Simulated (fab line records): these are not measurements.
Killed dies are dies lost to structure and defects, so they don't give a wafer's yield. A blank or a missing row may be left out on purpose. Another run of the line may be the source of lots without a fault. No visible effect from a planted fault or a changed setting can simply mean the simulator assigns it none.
Chamber matching | flow nand_harc | NHARC_A_STAIRCASE_ETCHBACK_422 on rie_diel-13: 4 sister chambers
The step etches the open film in CH3F/O2, target depth 40 nm, time 74.286 s. 16 wafers are shown with their chamber, then 8 later ones without.

== WAFERS PAIRED WITH THEIR CHAMBERS ==
wafer  | chamber | showerhead_plenum_p_Torr (Torr) | drypump_motor_current_A (A) | rf_vpp_V (V)
L075.1 | 3       | 2.42                            | 5.2                         | 243.7
L075.3 | 2       | 2.63                            | 5.9                         | 245.4
L075.6 | 2       | 2.63                            | 5.8                         | 246.5
L078.1 | 2       | 2.63                            | 5.8                         | 246.4
L078.5 | 0       | 2.65                            | 6.3                         | 247.9
L078.6 | 3       | 2.42                            | 5.2                         | 243.1
L079.1 | 0       | 2.65                            | 6.3                         | 246.9
L079.2 | 1       | 2.31                            | 5.9                         | 241.5
L079.6 | 2       | 2.63                            | 5.8                         | 248.1
L084.2 | 2       | 2.62                            | 5.9                         | 246.1
L084.4 | 0       | 2.65                            | 6.3                         | 246.7
L084.6 | 1       | 2.31                            | 5.9                         | 243.5
L081.2 | 3       | 2.41                            | 5.2                         | 242.7
L081.3 | 1       | 2.31                            | 5.9                         | 241.5
L081.6 | 2       | 2.62                            | 5.9                         | 248.4
L085.1 | 2       | 2.62                            | 5.9                         | 246.3

SIGNATURES (means of the wafers above)
reading                  | chamber 0 | chamber 1 | chamber 2 | chamber 3 | scatter within a chamber
showerhead_plenum_p_Torr | 2.6500    | 2.3100    | 2.6257    | 2.4167    | 0.00445
drypump_motor_current_A  | 6.300     | 5.900     | 5.857     | 5.200     | 0.0378
rf_vpp_V                 | 247.167   | 242.167   | 246.743   | 243.167   | 0.965
Rule: for each reading, subtract the chamber's mean from the wafer's reading, divide by that reading's scatter and square the result; add these up over the readings and take the root, which gives the wafer's distance from the chamber. The wafer belongs to the nearest chamber; if the next one is less than 2 further off, it can't be placed. How the scatter is found: for the shown wafers, subtract from each reading the mean of its chamber, square and add these, divide the total by (wafers less chambers), then take the root.

== WAFERS WITHOUT THEIR CHAMBER ==
wafer  | showerhead_plenum_p_Torr (Torr) | drypump_motor_current_A (A) | rf_vpp_V (V)
L085.2 | 2.30                            | 5.9                         | 243.1
L085.3 | 2.64                            | 6.3                         | 247.8
L095.1 | 2.40                            | 5.2                         | 244.1
L095.3 | 2.30                            | 6.0                         | 241.5
L095.6 | 2.30                            | 6.0                         | 242.6
L096.1 | 2.40                            | 5.2                         | 241.6
L096.2 | 2.61                            | 5.8                         | 245.7
L096.6 | 2.61                            | 5.8                         | 246.4

== WHICH CHAMBER EACH WENT THROUGH ==
wafer  | from the rows above | in truth
L085.2 | 1                   | 1
L085.3 | 0                   | 0
L095.1 | 3                   | 3
L095.3 | 1                   | 1
L095.6 | 1                   | 1
L096.1 | 3                   | 3
L096.2 | 2                   | 2
L096.6 | 2                   | 2
Correct placement for 8 of the 8. Not placeable from these rows: 0. 0 placed wrongly.
